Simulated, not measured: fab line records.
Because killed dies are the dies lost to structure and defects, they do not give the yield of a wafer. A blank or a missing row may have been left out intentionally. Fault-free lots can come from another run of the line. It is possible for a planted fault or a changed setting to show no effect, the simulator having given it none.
Matching of chambers    flow n5Finfet    3 sister chambers for N5_BEOL_M5_ILD_DEP_00 on pecvd-02
The step deposits SiCOH lowk from DEMS/porogen, target thk 140.64 nm, time 25.9 s. 6 wafers are shown with their chamber, then 7 later ones without.

== WAFERS PAIRED WITH THEIR CHAMBERS ==
wafer   chamber  throttleValvePct (%)  heaterPowerW (W)
L318.5  0        14.9                  339
L318.6  2        14.2                  300
L320.4  0        15.1                  343
L320.6  1        14.2                  369
L321.1  1        14.1                  358
L321.2  2        14.1                  278

== WAFERS MISSING THEIR CHAMBER ==
wafer   throttleValvePct (%)  heaterPowerW (W)
L321.5  14.1                  281
L332.1  13.7                  337
L332.4  13.9                  337
L332.5  15.2                  336
L335.2  14.0                  375
L335.3  14.4                  308
L335.6  14.1                  303

== CHAMBER TAKEN BY EACH ==
wafer    from the rows above       in truth
L321.5   2                         2
L332.1   can't be placed: 1 or 2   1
L332.4   can't be placed: 1 or 2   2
L332.5   0                         0
L335.2   1                         1
L335.3   2                         2
L335.6   2                         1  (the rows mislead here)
Placed correctly: 4 of 7. These rows do not allow placing 2 (true chamber among the candidates in 2). 1 placed wrongly.
How it was worked out, from the rows above alone: a wafer's distance from a chamber is the root of the sum, over the readings, of the square of ((its reading less the chamber's mean) divided by the reading's scatter). If the next closest chamber is less than 2 further off than the closest, the wafer can't be placed; otherwise it belongs to the closest. A chamber's mean is the mean of its shown wafers. The scatter is the square root of a quotient: the sum, over the shown wafers, of each reading's squared deviation from its chamber's mean, divided by wafers minus chambers.
